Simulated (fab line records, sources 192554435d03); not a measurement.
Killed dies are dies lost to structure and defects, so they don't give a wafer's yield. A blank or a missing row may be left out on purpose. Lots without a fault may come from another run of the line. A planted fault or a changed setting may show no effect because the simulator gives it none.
fab line records | flow n5_finfet | part 1 of 2: steps 1 to 20 of 30
record lots=5 wafers=15 last_day=16
route steps=1938 shown MIM_BOT_ETCH@1872 PASS1_CAP@1873 TV_LITHO@1875 TV_OPEN@1887 PAD_METAL@1893 PASSIVATION@1897
lots that met no fault: from a run of the same line without faults
start_h: hours from the record's first day to the start of the lot's first wafer shown | wait_h: hours since the lot's step before | " the same as in the row above | L1.1+2: a row that stands for several wafers | - no value, or no start given | * or withheld: withheld | < > ~ a bound
route shown NAME@n: a module of which the file shows steps, and the number in the route of the first | usual: mean/standard deviation of fault-free wafers | same: alike in all rows | chamber/n: place in a boat | sites: the reading at each site | _std_site: their standard deviation | _edge_site: outer sites' mean less inner sites' | radius_mm: how far each site lies from the wafer's centre | mask NAME#n: copy n | behind: the tool/chamber that last shaped the wafer | hold: why the lot was held/for how many hours/how that ended | device: the transistor (n, p or np) that didn't switch | end of line: the same wafers' tests at the end of the route | a step without rows: its recipe alone | killed: dies lost to structure and defects at the first sort, not the wafer's yield | map: a wafer's dies, x killed, . not, _ none there
set.NAME: the setting as run; set.NAME@STEP: as run at that earlier step | model.NAME: the simulator's own value behind a step, which no gauge read
lots at some steps of the route; a table a step, a row a wafer
services: from which hour (start_h, from the record's first day; less than 0 if before it) a tool's chamber was out of use, for how many hours, and why
## steps
# step N5_MIM_BOT_ETCH_SRD_06
# recipe dry=ipa_marangoni time_s=30 temp_c=23 rinse_liquid=diw
# columns lot.wafer tool chamber start_h wait_h
L076.3+5+6 wet_bench-06 4,7,1 296.32 0.0
L085.2+3+6 wet_bench-01 4,7,2 357.33 0.0
L089.1+2+3 wet_bench-06 3,2,7 358.67 0.0
L087.4+5+6 wet_bench-06 3,2,4 365.49 0.0
L091.2+4+5 wet_bench-01 4,6,5 370.20 0.0
# step N5_PASSIVATION_PECVD_55
# recipe material=SiO2 target_thk_a=4000 temp_c=400 precursor=SiH4/N2O pressure_torr=2.7 rf_w=608 time_s=22.5
# usual heater_power_w=666/89 showerhead_plenum_p_Torr=8.14/0.12 susceptor_temp_C=399.98/0.22 throttle_valve_pct=51.3/2.6
# columns lot.wafer tool chamber start_h wait_h heater_power_w showerhead_plenum_p_Torr susceptor_temp_C throttle_valve_pct
L076.3 pecvd-03 2 296.37 0.0 775 8.14 400.06 49.5
L076.5 " 2 " " 631 8.15 400.16 49.5
L076.6 " 0 " " 604 8.23 399.66 52.6
L085.2 pecvd-03 1 357.37 0.0 704 8.34 400.16 52.2
L085.3 " 2 " " 710 8.15 399.82 49.9
L085.6 " 0 " " 585 8.24 399.88 52.9
L089.1 pecvd-01 1 358.71 0.0 559 7.97 399.95 55.7
L089.2 " 2 " " 832 8.05 400.03 49.1
L089.3 " 0 " " 616 8.13 399.55 49.4
L087.4 pecvd-01 0 365.55 0.0 740 8.13 399.78 49.4
L087.5 " 1 " " 659 7.94 400.40 55.7
L087.6 " 2 " " 841 8.03 400.26 49.2
L091.2 pecvd-03 2 370.24 0.0 750 8.14 399.95 49.8
L091.4 " 1 " " 717 8.34 399.85 52.4
L091.5 " 0 " " 553 8.25 399.89 52.6
# step N5_PASSIVATION_PECVD_01
# recipe material=SiNx target_thk_a=2000 temp_c=400 precursor=SiH4/NH3/N2 pressure_torr=4.9 rf_w=1406 time_s=43.2
# usual heater_power_w=385/86 showerhead_plenum_p_Torr=8.66/0.082 susceptor_temp_C=400.00/0.22 throttle_valve_pct=29.0/1.5
# columns lot.wafer tool chamber start_h wait_h heater_power_w showerhead_plenum_p_Torr susceptor_temp_C throttle_valve_pct
L076.3 pecvd-03 2 296.41 0.0 420 8.67 400.18 27.9
L076.5 " 2 " " 423 8.64 399.98 28.1
L076.6 " 0 " " 272 8.73 400.21 30.2
L085.2 pecvd-03 1 357.41 0.0 396 8.80 399.63 29.9
L085.3 " 2 " " 488 8.66 399.71 28.3
L085.6 " 0 " " 331 8.73 400.15 29.8
L089.1 pecvd-01 1 358.75 0.0 348 8.52 400.68 31.8
L089.2 " 2 " " 512 8.58 400.03 27.7
L089.3 " 0 " " 460 8.65 400.05 28.2
L087.4 pecvd-01 0 365.59 0.0 328 8.64 400.25 27.9
L087.5 " 1 " " 310 8.54 399.72 31.6
L087.6 " 2 " " 457 8.57 400.11 27.9
L091.2 pecvd-03 2 370.28 0.0 443 8.65 399.98 28.1
L091.4 " 1 " " 388 8.79 400.31 29.4
L091.5 " 0 " " 278 8.73 399.92 30.0
# step N5_PASSIVATION_HMDS_03
# recipe time_s=60 temp_c=120
# usual chill_plate_temp_C=22.99/0.097
# columns lot.wafer tool chamber start_h wait_h chill_plate_temp_C
L076.3 litho_track-04 0 296.91 0.5 22.99
L076.5 " 0 " " 22.89
L076.6 " 0 " " 22.91
L085.2 litho_track-01 0 357.63 0.2 23.14
L085.3 " 0 " " 23.04
L085.6 " 0 " " 22.91
L089.1 litho_track-04 0 361.35 2.6 22.91
L089.2 " 0 " " 22.80
L089.3 " 0 " " 22.96
L087.4 litho_track-01 0 367.06 1.4 22.95
L087.5 " 0 " " 22.90
L087.6 " 0 " " 22.83
L091.2 litho_track-03 0 373.12 2.8 22.94
L091.4 " 0 " " 22.98
L091.5 " 0 " " 22.94
# step N5_PASSIVATION_COAT_04
# recipe spin_rpm=* resist_thk_nm=*
# usual chill_plate_temp_C=23.00/0.13
# columns lot.wafer tool chamber start_h wait_h chill_plate_temp_C
L076.3 litho_track-04 0 - - 22.83
L076.5 " 0 " " 23.09
L076.6 " 0 " " 23.01
L085.2 litho_track-01 0 - - 23.00
L085.3 " 0 " " 23.01
L085.6 " 0 " " 22.92
L089.1 litho_track-04 0 - - 22.88
L089.2 " 0 " " 22.94
L089.3 " 0 " " 22.93
L087.4 litho_track-01 0 - - 22.83
L087.5 " 0 " " 22.95
L087.6 " 0 " " 22.97
L091.2 litho_track-03 0 - - 22.91
L091.4 " 0 " " 22.85
L091.5 " 0 " " 22.92
# step N5_PASSIVATION_EBR_06
# recipe solvent=PGMEA ebr_width_mm=1.5
# usual chill_plate_temp_C=23.03/0.1
# columns lot.wafer tool chamber start_h wait_h chill_plate_temp_C
L076.3 litho_track-04 0 - - 22.89
L076.5 " 0 " " 22.89
L076.6 " 0 " " 22.94
L085.2 litho_track-01 0 - - 23.22
L085.3 " 0 " " 23.18
L085.6 " 0 " " 23.18
L089.1 litho_track-04 0 - - 22.86
L089.2 " 0 " " 23.16
L089.3 " 0 " " 22.86
L087.4 litho_track-01 0 - - 23.03
L087.5 " 0 " " 23.01
L087.6 " 0 " " 22.90
L091.2 litho_track-03 0 - - 23.09
L091.4 " 0 " " 23.03
L091.5 " 0 " " 23.02
# step N5_PASSIVATION_SOFTBAKE_05
# recipe temp_c=100 time_s=90
# usual chill_plate_temp_C=23.01/0.11
# columns lot.wafer tool chamber start_h wait_h chill_plate_temp_C
L076.3 litho_track-04 0 - - 22.92
L076.5 " 0 " " 23.17
L076.6 " 0 " " 23.07
L085.2 litho_track-01 0 - - 23.03
L085.3 " 0 " " 22.92
L085.6 " 0 " " 22.88
L089.1 litho_track-04 0 - - 23.01
L089.2 " 0 " " 23.02
L089.3 " 0 " " 23.04
L087.4 litho_track-01 0 - - 22.97
L087.5 " 0 " " 23.00
L087.6 " 0 " " 22.84
L091.2 litho_track-03 0 - - 23.13
L091.4 " 0 " " 23.06
L091.5 " 0 " " 23.10
# step N5_PASSIVATION_EXPOSE_07
# recipe mask_id=TV na=0.55 source_shape=conventional sigma_outer=0.8 polarization=unpolarized defocus_nm=0 target_cd_nm=3000 dose_mj=22.75
# usual reticle_temp_C=22.98/0.11
# columns lot.wafer tool chamber start_h wait_h mask reticle_temp_C
L076.3 krf_scanner-01 0 297.19 - TV#0 22.98
L076.5 " 0 " " TV#0 22.90
L076.6 " 0 " " TV#0 23.10
L085.2 krf_scanner-01 0 357.74 - TV#0 23.13
L085.3 " 0 " " TV#0 23.13
L085.6 " 0 " " TV#0 23.04
L089.1 krf_scanner-02 0 361.46 - TV#0 23.03
L089.2 " 0 " " TV#0 23.06
L089.3 " 0 " " TV#0 23.15
L087.4 krf_scanner-01 0 367.31 - TV#0 22.86
L087.5 " 0 " " TV#0 22.71
L087.6 " 0 " " TV#0 22.86
L091.2 krf_scanner-01 0 373.36 - TV#0 22.84
L091.4 " 0 " " TV#0 23.04
L091.5 " 0 " " TV#0 22.92
# step N5_PASSIVATION_PEB_08
# recipe peb_temp_c=withheld peb_time_s=*
# usual chill_plate_temp_C=*
# columns lot.wafer tool chamber start_h wait_h chill_plate_temp_C
L076.3 litho_track-04 0 297.24 0.0 *
L076.5 " 0 " " *
L076.6 " 0 " " *
L085.2 litho_track-01 0 357.79 0.0 *
L085.3 " 0 " " *
L085.6 " 0 " " *
L089.1 litho_track-04 0 361.51 0.1 *
L089.2 " 0 " " *
L089.3 " 0 " " *
L087.4 litho_track-03 0 367.35 0.0 *
L087.5 " 0 " " *
L087.6 " 0 " " *
L091.2 litho_track-01 0 373.41 0.0 *
L091.4 " 0 " " *
L091.5 " 0 " " *
# step N5_PASSIVATION_DEVELOP_09
# recipe develop_time_s=60 rinse_liquid=diw dry=air_spin dev_temp_c=21
# usual chill_plate_temp_C=23.01/0.11
# columns lot.wafer tool chamber start_h wait_h chill_plate_temp_C
L076.3 litho_track-04 0 - - 23.17
L076.5 " 0 " " 22.91
L076.6 " 0 " " 22.92
L085.2 litho_track-01 0 - - 23.08
L085.3 " 0 " " 22.93
L085.6 " 0 " " 23.11
L089.1 litho_track-04 0 - - 22.92
L089.2 " 0 " " 22.63
L089.3 " 0 " " 23.00
L087.4 litho_track-03 0 - - 22.97
L087.5 " 0 " " 22.97
L087.6 " 0 " " 23.03
L091.2 litho_track-01 0 - - 23.27
L091.4 " 0 " " 23.20
L091.5 " 0 " " 23.22
# step N5_PASSIVATION_HARDBAKE_11
# recipe temp_c=130 time_s=120
# usual chill_plate_temp_C=22.99/0.098
# columns lot.wafer tool chamber start_h wait_h chill_plate_temp_C
L076.3 litho_track-04 0 - - 23.09
L076.5 " 0 " " 23.01
L076.6 " 0 " " 22.95
L085.2 litho_track-01 0 - - 22.93
L085.3 " 0 " " 23.02
L085.6 " 0 " " 23.00
L089.1 litho_track-04 0 - - 22.86
L089.2 " 0 " " 23.01
L089.3 " 0 " " 22.95
L087.4 litho_track-03 0 - - 22.82
L087.5 " 0 " " 22.95
L087.6 " 0 " " 22.90
L091.2 litho_track-01 0 - - 23.16
L091.4 " 0 " " 23.06
L091.5 " 0 " " 23.04
# step N5_PASSIVATION_CD_MEAS_10
# recipe target_cd_nm=3000 landing_energy_ev=500 detector=se_inlens
# usual cd_nm=2999.1/1.7
# columns lot.wafer tool chamber start_h wait_h cd_nm
L076.3 cd_sem-03 0 297.36 - 2994.6
L076.5 " 0 " " 2999.3
L076.6 " 0 " " 2999.5
L085.2 cd_sem-02 0 357.91 - 2997.5
L085.3 " 0 " " 2998.3
L085.6 " 0 " " 3003.0
L089.1 cd_sem-02 0 361.64 - 2997.7
L089.2 " 0 " " 2999.1
L089.3 " 0 " " 2999.4
L087.4 cd_sem-01 0 367.47 - 2998.3
L087.5 " 0 " " 2998.0
L087.6 " 0 " " 2998.0
L091.2 cd_sem-02 0 373.53 - 2999.9
L091.4 " 0 " " 3002.7
L091.5 " 0 " " 2999.6
# step N5_PASSIVATION_OVL_MEAS_60
# recipe points_per_wafer=44
# usual TV_OVL=3/7.1
# columns lot.wafer tool chamber start_h wait_h TV_OVL[nm]
L076.3 overlay-02 0 297.38 0.0 4
L076.5 " 0 " " -1
L076.6 " 0 " " 2
L085.2 overlay-02 0 357.94 0.0 1
L085.3 " 0 " " -4
L085.6 " 0 " " -1
L089.1 overlay-01 0 361.67 0.0 5
L089.2 " 0 " " 4
L089.3 " 0 " " 3
L087.4 overlay-01 0 367.51 0.0 6
L087.5 " 0 " " 4
L087.6 " 0 " " 6
L091.2 overlay-01 0 373.56 0.0 2
L091.4 " 0 " " 9
L091.5 " 0 " " 2
# step N5_PASSIVATION_INSPECT_61
# recipe mode=adi inspect_instrument=macro
# usual raw_defect_count=2.4/1.6
# columns lot.wafer tool chamber start_h wait_h raw_defect_count
L076.3 defect_inspect-02 - 297.41 0.0 1
L076.5 " - " " 3
L076.6 " - " " 2
L085.2 defect_inspect-02 - 357.97 0.0 2
L085.3 " - " " 3
L085.6 " - " " 4
L089.1 defect_inspect-02 - 361.69 0.0 2
L089.2 " - " " 4
L089.3 " - " " 2
L087.4 defect_inspect-02 - 367.53 0.0 2
L087.5 " - " " 0
L087.6 " - " " 2
L091.2 defect_inspect-02 - 373.59 0.0 2
L091.4 " - " " 3
L091.5 " - " " 1
# step N5_PASSIVATION_DESCUM_12
# recipe chemistry=O2 time_s=7.9 source_power_w=50 bias_power_w=20 pressure_mtorr=20 rf_frequency_hz=2.712e+07 temp_c=40 o2_flow_sccm=225
# usual drypump_motor_current_A=5.7/0.41 oes_product_au=0.79/0.081 rf_vpp_V=242.5/1.4 showerhead_plenum_p_Torr=2.06/0.078 throttle_valve_pct=20.46/0.26
# columns lot.wafer tool chamber start_h wait_h drypump_motor_current_A oes_product_au rf_hours_counter_h rf_vpp_V showerhead_plenum_p_Torr throttle_valve_pct
L076.3 rie_diel-04 3 298.29 0.9 6.1 0.88 40 242.4 2.05 20.36
L076.5 " 1 " " 6.2 0.76 - 241.5 2.08 20.25
L076.6 " 0 " " 6.4 0.74 - 239.5 1.93 20.59
L085.2 rie_diel-03 2 358.00 0.0 5.7 0.78 110 242.9 2.10 20.47
L085.3 " 3 " " 6.3 0.76 155 244.6 2.18 20.52
L085.6 " 1 " " 5.8 0.86 - 242.8 2.12 20.32
L089.1 rie_diel-03 1 361.88 0.2 5.8 0.86 55 243.8 2.12 20.34
L089.2 " 2 " " 5.7 0.78 111 243.3 2.10 20.46
L089.3 " 3 " " 6.3 0.76 156 245.5 2.18 20.53
L087.4 rie_diel-03 0 367.65 0.1 5.4 0.68 240 242.7 2.08 21.08
L087.5 " 3 " " 6.3 0.76 - 243.4 2.17 20.54
L087.6 " 0 " " 5.4 0.68 - 243.3 2.08 21.07
L091.2 rie_diel-02 1 373.62 0.0 5.2 0.82 82 242.6 2.03 20.15
L091.4 " 3 " " 5.5 0.68 220 241.6 2.08 20.61
L091.5 " 0 " " 5.0 0.73 - 240.4 1.91 20.65
# step N5_PASSIVATION_PASS_ETCH_74
# recipe chemistry=CF4/O2 target=SiNx target_depth_a=2200 time_s=110 ion_energy_ev=100 pressure_mtorr=40 source_w=535 bias_w=49 Ar_flow_sccm=100 cf4_flow_sccm=100 O2_flow_sccm=10
# usual drypump_motor_current_A=5.7/0.41 oes_product_au=0.79/0.078 rf_vpp_V=239/4.8 showerhead_plenum_p_Torr=2.17/0.074 throttle_valve_pct=16.02/0.24
# columns lot.wafer tool chamber start_h wait_h drypump_motor_current_A oes_product_au rf_hours_counter_h rf_vpp_V showerhead_plenum_p_Torr throttle_valve_pct
L076.3 rie_diel-04 3 298.35 0.0 6.0 0.89 40 239 2.15 15.86
L076.5 " 1 " " 6.2 0.78 - 237 2.21 15.99
L076.6 " 0 " " 6.4 0.74 - 244 2.05 16.19
L085.2 rie_diel-03 2 358.06 0.0 5.7 0.79 110 237 2.21 16.05
L085.3 " 3 " " 6.3 0.77 155 235 2.30 16.15
L085.6 " 1 " " 5.8 0.86 - 231 2.24 15.86
L089.1 rie_diel-03 1 361.95 0.0 5.8 0.87 55 231 2.24 15.85
L089.2 " 2 " " 5.7 0.78 111 234 2.21 16.06
L089.3 " 3 " " 6.3 0.77 156 234 2.30 16.16
L087.4 rie_diel-03 0 367.72 0.0 5.4 0.68 240 239 2.19 16.55
L087.5 " 3 " " 6.3 0.76 - 236 2.30 16.18
L087.6 " 0 " " 5.4 0.68 - 240 2.19 16.55
L091.2 rie_diel-02 1 373.68 0.0 5.2 0.81 82 238 2.14 15.68
L091.4 " 3 " " 5.5 0.68 220 249 2.18 16.14
L091.5 " 0 " " 5.0 0.73 - 235 2.02 16.21
# step N5_PASSIVATION_VIA_ETCH_13
# recipe chemistry=CHF3/O2 target=SiO2 target_depth_a=6600 CHF3_flow_sccm=50 O2_flow_sccm=5 Ar_flow_sccm=200 time_s=330 mask_material=PR pressure_mtorr=30 source_w=650 bias_w=170 ion_energy_ev=200 ends=cleared
# usual drypump_motor_current_A=5.7/0.41 etch_rf_on_time_s=235/5.2 oes_product_au=0.72/0.071 rf_vpp_V=520/9.9 showerhead_plenum_p_Torr=2.37/0.082 throttle_valve_pct=18.91/0.21
# columns lot.wafer tool chamber start_h wait_h drypump_motor_current_A etch_rf_on_time_s oes_product_au rf_hours_counter_h rf_vpp_V showerhead_plenum_p_Torr throttle_valve_pct
L076.3 rie_diel-04 3 298.44 0.0 6.0 230 0.79 41 524 2.36 18.84
L076.5 " 1 " " 6.2 233 0.69 - 514 2.41 18.84
L076.6 " 0 " " 6.4 244 0.67 - 530 2.24 19.07
L085.2 rie_diel-03 2 358.16 0.0 5.7 237 0.71 110 517 2.41 18.92
L085.3 " 3 " " 6.3 235 0.69 155 510 2.52 19.09
L085.6 " 1 " " 5.8 236 0.77 - 503 2.46 18.84
L089.1 rie_diel-03 1 362.04 0.0 5.8 230 0.76 56 505 2.46 18.84
L089.2 " 2 " " 5.7 235 0.70 111 515 2.41 18.90
L089.3 " 3 " " 6.3 232 0.68 156 511 2.52 19.07
L087.4 rie_diel-03 0 367.81 0.0 5.4 238 0.61 241 522 2.38 19.38
L087.5 " 3 " " 6.3 243 0.69 - 508 2.52 19.08
L087.6 " 0 " " 5.4 242 0.62 - 521 2.38 19.40
L091.2 rie_diel-02 1 373.78 0.0 5.2 226 0.73 82 516 2.34 18.61
L091.4 " 3 " " 5.5 236 0.62 220 541 2.38 18.98
L091.5 " 0 " " 5.0 230 0.67 - 510 2.21 19.08
# step N5_PASSIVATION_STRIP_14
# recipe chemistry=O2 power_w=600 temp_c=60 pressure_mtorr=30 rf_frequency_hz=6e+07 bias_power_w=0 overash_fraction=0.5 o2_flow_sccm=225
# usual drypump_motor_current_A=5.7/0.41 oes_product_au=0.79/0.08 rf_vpp_V=3.7/0.97 showerhead_plenum_p_Torr=2.06/0.078 throttle_valve_pct=16.70/0.25
# columns lot.wafer tool chamber start_h wait_h drypump_motor_current_A oes_product_au rf_hours_counter_h rf_vpp_V showerhead_plenum_p_Torr throttle_valve_pct
L076.3 rie_diel-04 3 298.64 0.1 6.0 0.88 41 3.3 2.05 16.56
L076.5 " 1 " " 6.2 0.77 - 3.1 2.08 16.54
L076.6 " 0 " " 6.3 0.74 - 3.5 1.93 16.79
L085.2 rie_diel-03 2 358.35 0.1 5.7 0.78 110 3.7 2.11 16.73
L085.3 " 3 " " 6.2 0.75 155 2.4 2.18 16.78
L085.6 " 1 " " 5.8 0.85 - 6.0 2.13 16.53
L089.1 rie_diel-03 1 362.24 0.1 5.8 0.84 56 2.5 2.13 16.55
L089.2 " 2 " " 5.7 0.79 111 5.2 2.10 16.74
L089.3 " 3 " " 6.3 0.77 156 2.0 2.18 16.79
L087.4 rie_diel-03 0 368.00 0.1 5.4 0.68 241 3.3 2.09 17.30
L087.5 " 3 " " 6.3 0.76 - 3.7 2.18 16.78
L087.6 " 0 " " 5.4 0.69 - 2.8 2.09 17.31
L091.2 rie_diel-02 1 373.97 0.1 5.2 0.81 82 4.4 2.04 16.39
L091.4 " 3 " " 5.4 0.69 220 3.3 2.08 16.85
L091.5 " 0 " " 5.0 0.73 - 2.5 1.91 16.87
# step N5_PASSIVATION_ETCH_15
# recipe chemistry=CF4/N2 target=SiCN target_depth_a=750 taper_deg=2 time_s=81.2 ion_energy_ev=150 mask_material=SiNx pressure_mtorr=40 source_w=430 bias_w=70 Ar_flow_sccm=100 cf4_flow_sccm=60 n2_flow_sccm=60
# usual drypump_motor_current_A=5.7/0.41 oes_product_au=0.79/0.078 rf_vpp_V=381.4/2.1 showerhead_plenum_p_Torr=2.17/0.075 throttle_valve_pct=15.47/0.23
# columns lot.wafer tool chamber start_h wait_h drypump_motor_current_A oes_product_au rf_hours_counter_h rf_vpp_V showerhead_plenum_p_Torr throttle_valve_pct
L076.3 rie_diel-04 3 - - 6.1 0.89 41 381.4 2.16 15.31
L076.5 " 1 " " 6.2 0.78 - 383.3 2.22 15.44
L076.6 " 0 " " 6.4 0.75 - 377.8 2.05 15.62
L085.2 rie_diel-03 2 - - 5.7 0.78 110 382.6 2.21 15.50
L085.3 " 3 " " 6.3 0.77 155 383.2 2.30 15.64
L085.6 " 1 " " 5.8 0.86 - 382.5 2.24 15.33
L089.1 rie_diel-03 1 - - 5.8 0.85 56 384.6 2.24 15.34
L089.2 " 2 " " 5.7 0.78 111 383.0 2.21 15.51
L089.3 " 3 " " 6.3 0.77 156 384.4 2.30 15.63
L087.4 rie_diel-03 0 - - 5.4 0.68 241 380.8 2.18 15.99
L087.5 " 3 " " 6.3 0.76 - 383.5 2.30 15.64
L087.6 " 0 " " 5.4 0.69 - 380.4 2.18 15.98
L091.2 rie_diel-02 1 - - 5.2 0.80 82 380.5 2.14 15.13
L091.4 " 3 " " 5.5 0.68 220 382.0 2.18 15.58
L091.5 " 0 " " 5.0 0.73 - 377.9 2.03 15.70
# step N5_PASSIVATION_STRIP_73
# recipe chemistry=post_etch_residue_remover time_s=60 temp_c=25 remover_ph=withheld remover_water_wt_pct=withheld remover_fluoride_wt_pct=withheld
# columns lot.wafer tool chamber start_h wait_h
L076.3+5+6 wet_bench-03 7,6,1 298.80 -
L085.2+3+6 wet_bench-03 7,3,0 358.51 -
L089.1+2+3 wet_bench-03 5,7,2 362.39 -
L087.4+5+6 wet_bench-04 0,7,5 368.16 -
L091.2+4+5 wet_bench-03 6,4,3 374.13 -
